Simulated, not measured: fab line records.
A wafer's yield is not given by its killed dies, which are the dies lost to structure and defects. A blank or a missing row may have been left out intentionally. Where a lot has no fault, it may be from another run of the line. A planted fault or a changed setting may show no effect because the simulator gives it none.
Problem report in the 8D (eight disciplines) form, filled by code | flow nandHarc | the parts of the form that need people (team, actions taken, sign-off) are left out

1. WHAT IS WRONG
Wafers with no fault read 107.1 s with a standard deviation of 0.35, whereas runLengthS at NHARC_A_CONTACT_ETCH_90 reads a mean of 70.8 s on 1 wafer of 1 lot. That is -99 or more standard deviations from the usual mean.
The step: etches the open film in CH3F/O2, target depth 40 nm, time 85.7 s.
Earliest sighting: wafer L426.6 on rieDiel-12 at day 24 18:35. The record has a number at this step for 39 wafers belonging to 13 lots. Rule for "out" (also "out of limits"): further than 4 standard deviations from the usual mean. Any other wafer with a number is counted as sound.

2. WHAT IT IS, AND WHAT IT ISN'T
question                    | is                | is not
which readings at this step | runLengthS        | ch3fFlowSccm, drypumpMotorCurrentA, oesProductAu, rfVppV, showerheadPlenumPTorr, throttleValvePct
which lots                  | L426              | L419, L420, L421, L422, L424, L434, L436, L438, L439, L440, L441, L442
which wafers of those lots  | L426.6            | L426.2, L426.4
read on which tools         | rieDiel-12        | rieDiel-03, rieDiel-13
when                        | from day 24 18:35 | up to then (17 sound wafers); but 21 sound wafers of L434, L436, L438, L439, L440, L441, L442 came after

3. WHAT RULES OUT EACH SUSPECT
Counting: if a tool at a process step up to the reading ran every lot that is out, it stays a suspect. Sound lots after the first of them don't rule it out here, since some wafers of a struck lot are sound.
- harCapEtch-02 at NHARC_A_CONTACT_ETCH_117 (etches the open film in C4F8/O2/Ar, time 190 s, target depth 1850 nm): kept. L426, the lot that is out, went through it at day 24 16:35; up to then, the latest sound lot through it was L424 at day 24 04:29.
- harCapEtch-02 at NHARC_A_CONTACT_ETCH_121 (etches the open film in C4F8/O2/Ar, time 190 s, target depth 1850 nm): kept. L426, the lot that is out, went through it at day 24 17:16; up to then, the latest sound lot through it was L424 at day 24 05:10.
- rieDiel-12 at NHARC_A_CONTACT_ETCH_90 (etches the open film in CH3F/O2, target depth 40 nm, time 85.7 s): kept. L426, the lot that is out, went through it at day 24 18:35; up to then, the latest sound lot through it was L424 at day 24 06:29. Its own readings are out on those wafers: runLengthS.
- At NHARC_A_CONTACT_ETCH_90, inside rieDiel-12: chamber 0 took the wafers that are out, while their sound lot-mates went through chambers 2, 3.
Left after counting: harCapEtch-02 at NHARC_A_CONTACT_ETCH_117, harCapEtch-02 at NHARC_A_CONTACT_ETCH_121, rieDiel-12 at NHARC_A_CONTACT_ETCH_90.

4. THE CAUSE (what the simulator had put in)
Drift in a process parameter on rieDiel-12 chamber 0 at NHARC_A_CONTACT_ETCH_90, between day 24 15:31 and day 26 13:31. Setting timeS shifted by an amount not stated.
Of the 3 suspects that counting leaves, this tool is one.

5. SEQUENCE OF EFFECTS, ordered by route
Rows list readings where the struck wafers' mean (over those with a number) sits beyond 3 standard deviations from the usual. Readings are gone through only where the record gives a usual standard deviation; hours: the median, over the lots, of the time from a lot's start at the first step in this table giving one to that lot's start at this step; sigmas: the change measured in usual standard deviations.
hours | step                    | reading    | usual   | on struck wafers | change | sigmas
0     | NHARC_A_CONTACT_ETCH_90 | runLengthS | 107.1 s | 70.8             | -36.3  | -99 or more
The process steps in it:
- NHARC_A_CONTACT_ETCH_90: etches the open film in CH3F/O2, target depth 40 nm, time 85.7 s.

6. HOW IT WOULD HAVE BEEN CAUGHT EARLIER
In this record no reading fell out of limits until day 24 18:35, 3 hours after the fault had begun at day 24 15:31.
